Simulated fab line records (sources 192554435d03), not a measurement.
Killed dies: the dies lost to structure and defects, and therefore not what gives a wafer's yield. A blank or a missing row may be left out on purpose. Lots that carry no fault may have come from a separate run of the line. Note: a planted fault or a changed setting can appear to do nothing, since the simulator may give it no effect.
Matching of chambers / flow n5Finfet / N5_MIM_BOT_ETCH_ETCH_04 on rieDiel-01 has 4 sister chambers
The step etches SiNx in CF4/O2, target depth 26 nm, time 13 s. 4 wafers are shown with their chamber, then 7 later ones without.

## WAFERS PAIRED WITH THEIR CHAMBERS
wafer=L815.6; chamber=1; throttleValvePct (%)=15.97
wafer=L823.4; chamber=3; throttleValvePct (%)=16.33
wafer=L823.6; chamber=2; throttleValvePct (%)=16.20
wafer=L830.4; chamber=0; throttleValvePct (%)=16.12

## WAFERS WITHOUT THEIR CHAMBER
wafer=L830.6; throttleValvePct (%)=16.22
wafer=L835.2; throttleValvePct (%)=16.14
wafer=L835.5; throttleValvePct (%)=15.90
wafer=L835.6; throttleValvePct (%)=16.14
wafer=L834.3; throttleValvePct (%)=16.07
wafer=L834.5; throttleValvePct (%)=16.06
wafer=L834.6; throttleValvePct (%)=16.16

## WHICH CHAMBER EACH WENT THROUGH
wafer=L830.6; from the rows above=can't be placed: 2 or 0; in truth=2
wafer=L835.2; from the rows above=can't be placed: 0 or 2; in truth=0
wafer=L835.5; from the rows above=1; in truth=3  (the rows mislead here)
wafer=L835.6; from the rows above=can't be placed: 0 or 2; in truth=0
wafer=L834.3; from the rows above=can't be placed: 0 or 1 or 2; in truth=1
wafer=L834.5; from the rows above=can't be placed: 0 or 1 or 2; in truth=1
wafer=L834.6; from the rows above=can't be placed: 0 or 2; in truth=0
Correct placement for 0 of the 7. Can't be placed from these rows: 6 (the true chamber is among the candidates in 6). Placed wrongly: 1.
How it was worked out, from the rows above alone: a wafer's distance from a chamber is the root of the sum, over the readings, of the square of ((its reading less the chamber's mean) divided by the reading's scatter). If the next closest chamber is less than 2 further off than the closest, the wafer can't be placed; otherwise it belongs to the closest. Each chamber's mean is taken over the wafers shown for it. The scatter (one wafer shown for each chamber): square how far every hidden wafer sits from the nearest shown wafer, average those squares and take the square root.
